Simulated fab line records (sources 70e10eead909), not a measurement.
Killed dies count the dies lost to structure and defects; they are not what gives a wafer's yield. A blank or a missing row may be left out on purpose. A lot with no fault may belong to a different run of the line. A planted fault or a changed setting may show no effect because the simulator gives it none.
Matching of chambers / flow nand harc / NHARC_P_CONTACT_DESCUM_17 on rie diel-04: 4 sister chambers
The step chemistry O2, time 3 s. 4 wafers are shown with their chamber, then 7 later ones without.

== WAFERS WITH THEIR CHAMBER ==
wafer=L796.4; chamber=0; drypump motor current A (A)=5.3
wafer=L796.6; chamber=1; drypump motor current A (A)=5.0
wafer=L800.3; chamber=2; drypump motor current A (A)=6.0
wafer=L800.5; chamber=3; drypump motor current A (A)=6.0

== WAFERS WITHOUT THEIR CHAMBER ==
wafer=L800.6; drypump motor current A (A)=5.3
wafer=L805.1; drypump motor current A (A)=5.0
wafer=L805.4; drypump motor current A (A)=6.0
wafer=L805.6; drypump motor current A (A)=5.4
wafer=L807.1; drypump motor current A (A)=6.0
wafer=L807.3; drypump motor current A (A)=5.9
wafer=L807.4; drypump motor current A (A)=5.0

== EACH ONE'S CHAMBER ==
wafer=L800.6; from the rows above=0; in truth=0
wafer=L805.1; from the rows above=1; in truth=1
wafer=L805.4; from the rows above=can't be placed: 2 or 3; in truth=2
wafer=L805.6; from the rows above=0; in truth=0
wafer=L807.1; from the rows above=can't be placed: 2 or 3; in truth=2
wafer=L807.3; from the rows above=can't be placed: 2 or 3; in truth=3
wafer=L807.4; from the rows above=1; in truth=1
Correct placement for 4 of the 7. Can't be placed from these rows: 3 (the true chamber is among the candidates in 3). 0 placed wrongly.
How it was worked out, from the rows above alone: a wafer's distance from a chamber is the root of the sum, over the readings, of the square of ((its reading less the chamber's mean) divided by the reading's scatter). If the next closest chamber is less than 2 further off than the closest, the wafer can't be placed; otherwise it belongs to the closest. The mean given for a chamber averages the wafers shown for that chamber. The scatter: with one shown wafer a chamber, the root of the mean of the squares of how far each hidden wafer lies from its nearest shown one.
